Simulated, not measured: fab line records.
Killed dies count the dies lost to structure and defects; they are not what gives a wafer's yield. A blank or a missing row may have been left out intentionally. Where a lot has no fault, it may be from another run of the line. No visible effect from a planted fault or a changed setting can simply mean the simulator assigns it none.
A lot that was struck, set against a sound lot :: flow n5-finfet :: 26 out of 1938 route steps
Sound: these wafers, L731.1, L731.5, L731.6. Wafers L748.1, L748.4, L748.5 were the ones struck. At the end, the cause is stated.
At each step with rows: each side's tool, then ch and its chambers, then its first start. Under that, the readings that differ: sound wafers :: struck wafers :: difference of the means :: sigmas: that difference in standard deviations of wafers without a fault.
alike: readings with means less than 2 such deviations apart, plus words and numbers identical on both sides. not compared: withheld readings, readings lacking a value on some wafer, bounds such as >300 that could conceal the same value, and numbers that have no deviation in the record and whose values overlap.
The two part at a step that has a row with sigmas, a row that says differs or no value, or rows on one side only. Numbers that don't overlap but have no deviation are shown without sigmas and don't part them. Lack of a reading on every wafer of one side parts them only where that side has two or more wafers.

N5_BEOL_M8_INSPECT_13: inspects for defects (brightfield).
  sound: defect-inspect-01 at day 9 19:52; struck: defect-inspect-02 at day 14 15:14
  alike: raw-defect-count
N5_BEOL_M8_DESCUM_16: chemistry O2, time 7.9 s.
  sound on rie-diel-06 ch 0,1,3, day 9 19:54; struck on rie-diel-01 ch 0,1, day 14 15:29
reading: drypump-motor-current-A (A)
sound: 5.6 6.3 5.7
struck: 5.0 4.7 5.0
difference: -1.0
sigmas: -2
  alike: oes-product-au, rf-vpp-V, showerhead-plenum-p-Torr, throttle-valve-pct
  not compared: rf-hours-counter-h
then, 1 step without rows for these wafers: N5_BEOL_M8_ETCH_61 (etches SiARC in CF4, target depth 45.5 nm, time 75.8 s).
N5_BEOL_M8_ETCH_62: etches SOC in N2/H2, target depth 110 nm, overetch 22 nm, time 165 s.
  sound on rie-diel-06 ch 0,1,3, day 9 19:59; struck on rie-diel-01 ch 0,1, day 14 15:34
  alike: drypump-motor-current-A, oes-product-au, rf-vpp-V, showerhead-plenum-p-Torr, throttle-valve-pct
  not compared: rf-hours-counter-h
then, 1 step without rows for these wafers: N5_BEOL_M8_STRIP_68 (strips in N2/H2).
N5_BEOL_M8_STRIP_67: strips in CF4.
  sound on rie-diel-06 ch 0,1,3, day 9 20:08; struck on rie-diel-01 ch 0,1, day 14 15:43
  alike: cf4-flow-sccm, drypump-motor-current-A, oes-product-au, rf-vpp-V, showerhead-plenum-p-Torr, throttle-valve-pct
  not compared: rf-hours-counter-h
then, 1 step without rows for these wafers: N5_BEOL_M8_HM_OPEN_17 (chemistry Cl2/BCl3, target TiN, target depth 20 nm, overetch 6 nm).
N5_BEOL_M8_STRIP_19: strips in O2.
  sound on rie-diel-01 ch 1,2,3, day 9 20:19; struck on rie-diel-06 ch 0,3, day 14 15:58
  alike: drypump-motor-current-A, oes-product-au, rf-vpp-V, showerhead-plenum-p-Torr, throttle-valve-pct
  not compared: rf-hours-counter-h
N5_BEOL_M8_CD_MEAS_18: pitch 80 nm, target cd 40 nm.
  sound: cd-sem-02 at day 9 20:22; struck: cd-sem-01 at day 14 16:02
  alike: cd-nm
then, 3 steps without rows for these wafers: N5_BEOL_M8_COAT_63 (time 60 s, resist thk 60 nm); N5_BEOL_M8_COAT_64 (time 60 s, resist thk 12 nm); N5_BEOL_M8_COAT_71 (time 60 s, resist thk 5 nm).
N5_BEOL_M8_COAT_22: resist thk 30 nm.
  sound on litho-track-03 ch 0, day 9 20:59; struck on litho-track-03 ch 0, day 14 16:08
reading: spin-speed-rpm (rpm)
sound: 1499.3 1499.7 1499.1
struck: 1414.7 1414.6 1414.6
difference: -84.7
sigmas: -88

reading: model.CAR-EUV_of_BEOL_M8_COAT_22.thk-nm (nm)
sound: 30 30 30
struck: 31 31 31
difference: +1
sigmas: 
then, 5 steps without rows for these wafers: N5_BEOL_M8_EBR_24; N5_BEOL_M8_SOFTBAKE_23 (time 60 s); N5_BEOL_M8_EXPOSE_25 (exposes mask V7, target cd 40 nm); N5_BEOL_M8_PEB_26 (peb time 60 s); N5_BEOL_M8_DEVELOP_27 (develop time 30 s).
N5_BEOL_M8_CD_MEAS_28 targets a cd of 40 nm.
  sound on cd-sem-01 ch 0, day 9 21:23; struck on cd-sem-01 ch 0, day 14 16:34
  alike: cd-nm
N5_BEOL_M8_OVL_MEAS_29:
  sound on overlay-02 ch 0, day 9 21:25; struck on overlay-02 ch 0, day 14 16:35
  alike: V7_OVL
N5_BEOL_M8_INSPECT_30: inspects for defects (brightfield).
  sound: defect-inspect-01 at day 9 21:28; struck: defect-inspect-02 at day 14 16:39
  alike: raw-defect-count
then, 1 step without rows for these wafers: N5_BEOL_M8_DESCUM_33 (chemistry O2, time 7 s).
N5_BEOL_M8_ETCH_72: etches underlayer in N2/H2, target depth 6.5 nm, time 5.2 s.
  sound on rie-diel-02 ch 0,1,3, day 9 21:32; struck on rie-diel-01 ch 1,2,3, day 14 16:56
  alike: drypump-motor-current-A, etch-rf-on-time-s, oes-product-au, rf-vpp-V, showerhead-plenum-p-Torr, throttle-valve-pct
  not compared: rf-hours-counter-h
N5_BEOL_M8_ETCH_65: etches SiARC in CF4, target depth 15.6 nm, time 26 s.
  sound on rie-diel-02 ch 0,1,3, day 9 21:33; struck on rie-diel-01 ch 1,2,3, day 14 16:57
reading: etch-rf-on-time-s (s)
sound: 25.9 25.0 25.2
struck: 26.8 27.0 26.4
difference: +1.4
sigmas: +2

reading: model.CAR-EUV_of_BEOL_M8_COAT_22.thk-nm (nm)
sound: 11 11 11.2
struck: 12.2 12 12.2
difference: +1.1
sigmas: 
  alike: cf4-flow-sccm, drypump-motor-current-A, oes-product-au, rf-vpp-V, showerhead-plenum-p-Torr, throttle-valve-pct
  not compared: rf-hours-counter-h
then, 2 steps without rows for these wafers: N5_BEOL_M8_ETCH_66 (etches SOC in N2/H2, target depth 80 nm, overetch 16 nm, time 120 s); N5_PASSIVATION_PROBE_49.

WHERE THEY PART
At N5_BEOL_M8_DESCUM_16 first; at N5_BEOL_M8_ETCH_65 last (within this record only).

WHY: what had been put in by the simulator
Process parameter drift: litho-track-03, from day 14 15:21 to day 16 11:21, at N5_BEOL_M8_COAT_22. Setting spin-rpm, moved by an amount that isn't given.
